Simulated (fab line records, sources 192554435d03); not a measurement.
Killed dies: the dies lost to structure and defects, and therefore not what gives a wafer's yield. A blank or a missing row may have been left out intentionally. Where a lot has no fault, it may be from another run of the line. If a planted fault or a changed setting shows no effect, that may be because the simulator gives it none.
Which of the tools did it?	flow n5_finfet	24 lots with 72 wafers sampled at 5 steps, on a route of 1938 steps

## WHAT THE GAUGES SHOWED, per wafer
N5_BEOL_M7_INSPECT_13: inspects for defects (brightfield).
lot	measured	on	raw_defect_count
L074	day 8 13:23	defect_inspect-01	297 359 293
L076	day 9 06:25	defect_inspect-02	369 404 385
L075	day 9 09:57	defect_inspect-02	582 520 414
L077	day 9 13:10	defect_inspect-02	441 416 379
L078	day 9 14:03	defect_inspect-01	362 399 506
L079	day 9 15:22	defect_inspect-01	494 280 513
L081	day 10 04:29	defect_inspect-01	503 478 509
L080	day 10 07:35	defect_inspect-02	397 368 562
L082	day 10 14:50	defect_inspect-02	450 321 375
L084	day 11 03:37	defect_inspect-01	284 265 355
L083	day 11 07:14	defect_inspect-01	390 455 360
L085	day 11 10:20	defect_inspect-02	406 430 429
L086	day 11 15:55	defect_inspect-01	465 464 421
L087	day 12 06:04	defect_inspect-01	368 415 428
L088	day 12 09:47	defect_inspect-01	523 649 320
L089	day 12 20:18	defect_inspect-02	361 367 421
L091	day 12 23:28	defect_inspect-01	457 420 424
L090	day 13 01:00	defect_inspect-02	373 370 364
L093	day 13 02:04	defect_inspect-01	484 435 489
L092	day 13 05:01	defect_inspect-02	330 411 425
L094	day 14 02:01	defect_inspect-01	422 442 301
L095	day 14 08:23	defect_inspect-02	467 462 355
L096	day 14 10:11	defect_inspect-01	313 459 301
L097	day 14 13:36	defect_inspect-01	788 475 496

N5_BEOL_M7_CD_MEAS_18: pitch 80 nm, target cd 40 nm.
lot	measured	on	cd_nm (nm)
L074	day 8 13:52	cd_sem-02	40.7 39.6 40.1
L076	day 9 07:17	cd_sem-02	40.2 40.4 39.3
L075	day 9 10:32	cd_sem-01	39.2 39.3 40.1
L077	day 9 13:39	cd_sem-01	39.2 39.2 39.6
L078	day 9 14:54	cd_sem-02	39.9 39.9 39.7
L079	day 9 15:52	cd_sem-03	40.6 40.3 40.3
L081	day 10 04:58	cd_sem-02	40.8 40.8 40.8
L080	day 10 08:14	cd_sem-02	40.5 40.4 40.9
L082	day 10 15:24	cd_sem-02	39.9 39.2 39.7
L084	day 11 04:07	cd_sem-02	40.5 40.3 40.0
L083	day 11 07:45	cd_sem-03	40.3 40.4 39.8
L085	day 11 10:49	cd_sem-03	40.8 40.0 39.6
L086	day 11 16:25	cd_sem-01	40.6 40.0 39.9
L087	day 12 06:34	cd_sem-02	39.1 39.0 39.0
L088	day 12 10:22	cd_sem-01	39.9 40.0 40.4
L089	day 12 21:36	cd_sem-01	40.4 39.9 39.8
L091	day 13 00:41	cd_sem-03	39.7 39.6 40.1
L090	day 13 01:38	cd_sem-03	40.7 40.7 41.1
L093	day 13 02:52	cd_sem-03	38.9 39.6 39.3
L092	day 13 05:33	cd_sem-02	39.2 38.5 39.3
L094	day 14 02:30	cd_sem-03	40.3 41.0 40.2
L095	day 14 09:01	cd_sem-01	40.1 39.8 39.7
L096	day 14 10:58	cd_sem-01	40.4 40.4 40.2
L097	day 14 14:29	cd_sem-03	39.5 39.7 40.7

N5_BEOL_M7_RS_MEAS_57: a four-point-probe measurement.
lot	measured	on	M7_RS (ohm/sq)
L074	day 8 19:55	film_metro-01	0.296 0.291 0.291
L076	day 9 11:55	film_metro-02	0.276 0.279 0.285
L075	day 9 13:58	film_metro-02	0.283 0.289 0.287
L077	day 9 19:17	film_metro-02	0.304 0.296 0.280
L078	day 9 21:13	film_metro-01	0.294 0.285 0.294
L079	day 9 20:43	film_metro-02	0.289 0.290 0.289
L081	day 10 10:33	film_metro-02	0.288 0.293 0.282
L080	day 10 11:32	film_metro-01	0.280 0.300 0.289
L082	day 10 19:04	film_metro-01	0.302 0.296 0.284
L084	day 11 08:51	film_metro-02	0.286 0.287 0.311
L083	day 11 11:46	film_metro-02	0.279 0.282 0.293
L085	day 11 15:19	film_metro-01	0.291 0.276 0.290
L086	day 11 23:26	film_metro-01	0.292 0.289 0.283
L087	day 12 11:20	film_metro-01	0.301 0.282 0.276
L088	day 12 15:40	film_metro-01	0.278 0.287 0.297
L089	day 13 03:10	film_metro-01	0.299 0.297 0.287
L091	day 13 04:10	film_metro-01	0.285 0.277 0.273
L090	day 13 05:07	film_metro-02	0.295 0.293 0.279
L093	day 13 06:37	film_metro-01	0.292 0.298 0.293
L092	day 13 17:33	film_metro-01	0.291 0.293 0.280
L094	day 14 06:48	film_metro-01	0.288 0.296 0.280
L095	day 14 13:52	film_metro-01	0.284 0.290 0.284
L096	day 14 16:17	film_metro-01	0.296 0.283 0.294
L097	day 14 19:28	film_metro-02	0.277 0.290 0.285

## EACH LOT AND THE TOOL THAT RAN IT (in order: tool; ch and the chambers of the sampled wafers; start)
lot	N5_BEOL_M7_ETCH_72	N5_BEOL_M7_ETCH_65
L074	rie_diel-02 ch 0,2, day 8 16:53	rie_diel-02 ch 0,2, day 8 16:54
L076	rie_diel-04 ch 0,1, day 9 08:57	rie_diel-04 ch 0,1, day 9 08:58
L075	rie_diel-04 ch 0,1,2, day 9 11:07	rie_diel-04 ch 0,1,2, day 9 11:08
L077	rie_diel-05 ch 1,2,3, day 9 15:41	rie_diel-05 ch 1,2,3, day 9 15:42
L078	rie_diel-05 ch 0,1,2, day 9 18:02	rie_diel-05 ch 0,1,2, day 9 18:03
L079	rie_diel-02 ch 0,1,2, day 9 18:05	rie_diel-02 ch 0,1,2, day 9 18:06
L081	rie_diel-02 ch 0,2, day 10 06:38	rie_diel-02 ch 0,2, day 10 06:39
L080	rie_diel-04 ch 0,1,3, day 10 08:51	rie_diel-04 ch 0,1,3, day 10 08:52
L082	rie_diel-05 ch 0,1,2, day 10 15:55	rie_diel-05 ch 0,1,2, day 10 15:56
L084	rie_diel-05 ch 2,3, day 11 05:44	rie_diel-05 ch 2,3, day 11 05:45
L083	rie_diel-04 ch 0,1,3, day 11 09:04	rie_diel-04 ch 0,1,3, day 11 09:04
L085	rie_diel-04 ch 1,3, day 11 12:35	rie_diel-04 ch 1,3, day 11 12:36
L086	rie_diel-02 ch 0,1,2, day 11 18:49	rie_diel-02 ch 0,1,2, day 11 18:50
L087	rie_diel-05 ch 0,2, day 12 08:28	rie_diel-05 ch 0,2, day 12 08:29
L088	rie_diel-05 ch 0,2,3, day 12 12:13	rie_diel-05 ch 0,2,3, day 12 12:13
L089	rie_diel-02 ch 1,2, day 12 22:47	rie_diel-02 ch 1,2, day 12 22:49
L091	rie_diel-04 ch 2,3, day 13 01:13	rie_diel-04 ch 2,3, day 13 01:14
L090	rie_diel-04 ch 1,2,3, day 13 02:10	rie_diel-04 ch 1,2,3, day 13 02:11
L093	rie_diel-04 ch 0,1, day 13 03:37	rie_diel-04 ch 0,1, day 13 03:38
L092	rie_diel-04 ch 0,1,3, day 13 12:17	rie_diel-04 ch 0,1,3, day 13 12:17
L094	rie_diel-04 ch 0,1,3, day 14 04:08	rie_diel-04 ch 0,1,3, day 14 04:08
L095	rie_diel-04 ch 1,2,3, day 14 09:40	rie_diel-04 ch 1,2,3, day 14 09:41
L096	rie_diel-04 ch 0,1,3, day 14 12:39	rie_diel-04 ch 0,1,3, day 14 12:40
L097	rie_diel-05 ch 0,1,3, day 14 15:13	rie_diel-05 ch 0,1,3, day 14 15:14
- N5_BEOL_M7_ETCH_72: etches underlayer in N2/H2, target depth 6.5 nm, time 5.2 s.
- N5_BEOL_M7_ETCH_65: etches SiARC in CF4, target depth 15.6 nm, time 26 s.

## AS READ BY THE TOOLS THEMSELVES (means over the sampled wafers that have a number; for cases with no such wafer, the mark the record gives instead)
N5_BEOL_M7_ETCH_72.
lot	tool	drypump_motor_current_A (A)	etch_rf_on_time_s (s)	oes_product_au (a.u.)	rf_vpp_V (V)	showerhead_plenum_p_Torr (Torr)	throttle_valve_pct (%)
L074	rie_diel-02	5.9	5.22	0.62	524.4	2.55	18.03
L076	rie_diel-04	5.2	5.31	0.64	521.8	2.48	17.90
L075	rie_diel-04	5.5	5.29	0.65	522.8	2.51	17.91
L077	rie_diel-05	5.9	5.19	0.62	525.1	2.57	17.77
L078	rie_diel-05	5.9	5.23	0.63	525.8	2.61	17.90
L079	rie_diel-02	6.0	5.18	0.62	523.5	2.53	18.10
L081	rie_diel-02	6.0	5.24	0.60	524.3	2.55	18.04
L080	rie_diel-04	5.3	5.22	0.72	522.9	2.50	17.62
L082	rie_diel-05	5.9	5.25	0.63	526.4	2.61	17.91
L084	rie_diel-05	5.8	5.16	0.64	524.5	2.50	17.68
L083	rie_diel-04	5.2	5.22	0.71	522.8	2.50	17.65
L085	rie_diel-04	5.3	5.23	0.74	525.0	2.55	17.60
L086	rie_diel-02	6.0	5.20	0.62	523.2	2.53	18.12
L087	rie_diel-05	5.8	5.13	0.66	525.8	2.58	17.93
L088	rie_diel-05	5.8	5.19	0.64	523.9	2.54	17.84
L089	rie_diel-02	6.2	5.26	0.61	523.2	2.56	18.13
L091	rie_diel-04	5.6	5.07	0.74	523.7	2.50	17.46
L090	rie_diel-04	5.6	5.23	0.70	521.2	2.53	17.69
L093	rie_diel-04	5.2	5.33	0.63	522.6	2.47	17.93
L092	rie_diel-04	5.2	5.17	0.70	522.8	2.49	17.67
L094	rie_diel-04	5.2	5.26	0.69	523.6	2.49	17.68
L095	rie_diel-04	5.6	5.20	0.69	523.0	2.52	17.68
L096	rie_diel-04	5.2	5.24	0.69	521.7	2.49	17.68
L097	rie_diel-05	6.2	5.15	0.70	525.5	2.52	17.70

N5_BEOL_M7_ETCH_65.
lot	tool	drypump_motor_current_A (A)	etch_rf_on_time_s (s)	mfc_ar_sccm (sccm)	oes_product_au (a.u.)	rf_vpp_V (V)	showerhead_plenum_p_Torr (Torr)	throttle_valve_pct (%)
L074	rie_diel-02	6.0	26.6	100.0	0.62	184.5	2.15	15.80
L076	rie_diel-04	5.2	26.5	100.0	0.65	183.8	2.09	15.72
L075	rie_diel-04	5.5	26.1	99.8	0.66	183.5	2.12	15.74
L077	rie_diel-05	5.9	26.3	99.8	0.62	183.8	2.17	15.65
L078	rie_diel-05	5.9	26.3	100.0	0.64	184.9	2.20	15.68
L079	rie_diel-02	6.0	26.3	100.1	0.62	183.2	2.13	15.84
L081	rie_diel-02	6.0	26.3	100.0	0.61	185.0	2.15	15.81
L080	rie_diel-04	5.2	26.1	99.9	0.73	182.8	2.11	15.46
L082	rie_diel-05	5.9	26.3	100.1	0.63	185.2	2.19	15.69
L084	rie_diel-05	5.8	25.9	100.0	0.64	184.0	2.12	15.65
L083	rie_diel-04	5.2	26.1	99.7	0.72	183.8	2.11	15.48
L085	rie_diel-04	5.2	26.2	100.2	0.75	184.3	2.15	15.40
L086	rie_diel-02	6.0	26.1	99.9	0.62	184.3	2.13	15.87
L087	rie_diel-05	5.8	25.8	99.9	0.65	184.6	2.18	15.72
L088	rie_diel-05	5.8	25.7	99.9	0.65	184.6	2.15	15.69
L089	rie_diel-02	6.2	26.3	99.8	0.61	183.5	2.16	15.87
L091	rie_diel-04	5.6	25.3	100.2	0.75	183.8	2.11	15.31
L090	rie_diel-04	5.6	26.1	99.9	0.70	183.8	2.13	15.51
L093	rie_diel-04	5.2	26.8	100.2	0.63	184.0	2.08	15.77
L092	rie_diel-04	5.2	26.0	100.1	0.70	184.3	2.10	15.50
L094	rie_diel-04	5.2	26.4	100.0	0.69	183.4	2.10	15.50
L095	rie_diel-04	5.6	26.1	100.3	0.70	183.3	2.13	15.53
L096	rie_diel-04	5.2	26.2	99.9	0.69	184.3	2.10	15.51
L097	rie_diel-05	6.1	25.5	100.0	0.71	183.5	2.14	15.61

## THE ANSWER, worked out from the rows above alone
Rule: the usual values come from the lots themselves. The widest of any qualifying gaps counts: lots, ordered by their means at a reading, are off when they make up no more than a third of the lots, leave a main group of 4 or more, and stand apart from it by 3 or more times the standard deviation of that group's means. A main group is skipped when, at the precision printed for the reading in the tables above, its means are all equal. Also off: a lot with no number at a reading for which 4 or more lots have one. Where the step has rows for the other lots, those lots are counted as sound. The gauges are gone through in route order, then the tools' own readings, and for those a lot's mean is taken as printed above. The first step at which some lot is off is used, and at that step the reading that is off furthest; a lot without a number counts as furthest.
None of the lots is off at any reading shown; this tells nothing.

## WHAT THE SIMULATOR HAD INSERTED
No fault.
